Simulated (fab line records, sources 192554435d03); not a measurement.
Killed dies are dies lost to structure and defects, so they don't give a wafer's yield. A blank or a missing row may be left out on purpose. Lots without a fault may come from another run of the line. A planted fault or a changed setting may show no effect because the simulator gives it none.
A struck lot beside a sound one | flow n5_finfet | 15 steps out of a route of 1938
Sound: wafers L654.1, L654.3, L654.4. Struck: wafers L645.1, L645.5, L645.6. The cause comes at the end.
At each step with rows: each side's tool, then ch and its chambers, then its first start. Under that, the readings that differ: sound wafers | struck wafers | difference of the means | sigmas: that difference in standard deviations of wafers without a fault.
alike: readings whose means differ by less than 2 such deviations, and words and numbers that are the same on both sides. not compared: withheld readings, readings that some wafer has no value for, bounds like >300 that may hide the same value, and numbers for which the record gives no deviation and whose values overlap.
The two part at a step that has a row with sigmas, a row that says differs or no value, or rows on one side only. Numbers that don't overlap but have no deviation are shown without sigmas and don't part them. A reading that every wafer of one side lacks parts them only if that side has two wafers or more.

first, 8 steps without rows for these wafers: N5_ZERO_LAYER_HMDS_04 (time 60 s); N5_ZERO_LAYER_COAT_05 (resist thk 1000 nm); N5_ZERO_LAYER_EBR_07; N5_ZERO_LAYER_SOFTBAKE_06 (time 90 s); N5_ZERO_LAYER_EXPOSE_08 (exposes mask ZERO, defocus 0 nm, target cd 2000 nm); N5_ZERO_LAYER_PEB_09; N5_ZERO_LAYER_DEVELOP_10 (develop time 60 s); N5_ZERO_LAYER_HARDBAKE_23 (time 120 s).
N5_ZERO_LAYER_CD_MEAS_11: target cd 2000 nm.
  sound on cd_sem-02 ch 0, day 5 06:46; struck on cd_sem-02 ch 0, day 3 00:41
  alike: cd_nm
N5_ZERO_LAYER_DESCUM_16: chemistry O2, time 7.9 s.
  sound on rie_diel-04 ch 0,1,3, day 5 06:56; struck on rie_diel-03 ch 2,3, day 3 00:55
  alike: drypump_motor_current_A, oes_product_au, rf_vpp_V, showerhead_plenum_p_Torr, throttle_valve_pct
  not compared: rf_hours_counter_h
N5_ZERO_LAYER_ETCH_17: etches SiO2 in CF4, target depth 12 nm, time 13.3 s.
  sound on rie_diel-04 ch 0,1,3, day 5 06:59; struck on rie_diel-03 ch 2,3, day 3 00:57
  alike: bias_w, drypump_motor_current_A, oes_product_au, rf_vpp_V, showerhead_plenum_p_Torr, throttle_valve_pct
  not compared: rf_hours_counter_h
N5_ZERO_LAYER_ETCH_18: etches Si in HBr/Cl2, target depth 120 nm, time 40 s.
  sound on rie_si-02 ch 1,2,3, day 5 07:03; struck on rie_si-02 ch 0,1,2, day 3 01:01
  alike: bias_w, drypump_motor_current_A, oes_product_au, throttle_valve_pct
  not compared: rf_hours_counter_h
N5_ZERO_LAYER_STRIP_24: strips in O2.
  sound on plasma_asher-01 ch 0,1, day 5 07:09; struck on plasma_asher-01 ch 0,1, day 3 01:07
  no value came back on the struck wafers for any of 5 readings (chamber_pressure_mTorr (mTorr), drypump_motor_current_A (A) and others); on the sound wafers chamber_pressure_mTorr (mTorr) reads 999.4 998.7 998.9
  reading                                      | sound | struck            | difference | sigmas
  model.coat_of_ZERO_LAYER_COAT_05.thk_nm (nm) | 0 0 0 | 930.1 929.3 931.6 | +930.3     |
  not compared: rf_hours_counter_h
then, 1 step without rows for these wafers: N5_ZERO_LAYER_STRIP_19 (strips in SPM, time 900 s).
-- the record jumps here: 6 days lie between the struck wafers' starts before and after (it left off in module ZERO_LAYER and takes up again in module BEOL_M4, whose first step shown is number 1111 of the route) --
N5_BEOL_M4_RC_MEAS_101:
  sound on prober-02 ch 0, day 11 15:43; struck on prober-02 ch 0, day 9 10:10
  alike: DIBL_N, DIBL_P, IOFF_N, IOFF_P, ION_N, ION_P, SS_N, SS_P, VT_N, VT_P

WHERE THEY PART
Only at N5_ZERO_LAYER_STRIP_24, within this record. Later steps at which nothing parts them and some readings are alike: N5_BEOL_M4_RC_MEAS_101.

WHY: what the simulator had put in
Skipped step whole: plasma_asher-01, from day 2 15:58 on, at N5_ZERO_LAYER_STRIP_24. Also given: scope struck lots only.
